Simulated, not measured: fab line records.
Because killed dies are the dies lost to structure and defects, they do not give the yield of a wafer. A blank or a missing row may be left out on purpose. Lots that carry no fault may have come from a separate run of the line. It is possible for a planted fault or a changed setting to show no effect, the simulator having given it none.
Matching of chambers | flow n5-finfet | 3 sister chambers for N5_BEOL_M8_DEP_56 on pecvd-02
The step deposits SiCN from 3MS/NH3, target thk 10 nm, time 17.5 s. 3 wafers are shown with their chamber, then 10 later ones without.

## EACH WAFER AND ITS CHAMBER
wafer  | chamber | throttle-valve-pct (%)
L086.5 | 2       | 8.2
L083.1 | 1       | 10.0
L083.3 | 0       | 9.4

## WAFERS WITHOUT THEIR CHAMBER
wafer  | throttle-valve-pct (%)
L083.5 | 9.2
L090.1 | 9.1
L090.4 | 10.4
L090.5 | 8.4
L092.1 | 8.3
L092.3 | 9.3
L092.5 | 10.2
L093.3 | 8.8
L093.5 | 8.3
L093.6 | 10.2

## CHAMBER TAKEN BY EACH
wafer  | from the rows above     | in truth
L083.5 | 0                       | 0
L090.1 | 0                       | 0
L090.4 | 1                       | 1
L090.5 | 2                       | 2
L092.1 | 2                       | 2
L092.3 | 0                       | 0
L092.5 | 1                       | 1
L093.3 | can't be placed: 0 or 2 | 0
L093.5 | 2                       | 2
L093.6 | 1                       | 1
Placed correctly: 9 of 10. These rows do not allow placing 1 (true chamber among the candidates in 1). Wrongly placed: 0.
How it was worked out, from the rows above alone: a wafer's distance from a chamber is the root of the sum, over the readings, of the square of ((its reading less the chamber's mean) divided by the reading's scatter). If the next closest chamber is less than 2 further off than the closest, the wafer can't be placed; otherwise it belongs to the closest. A chamber's mean is the mean of its shown wafers. The scatter (one wafer shown for each chamber): square how far every hidden wafer sits from the nearest shown wafer, average those squares and take the square root.
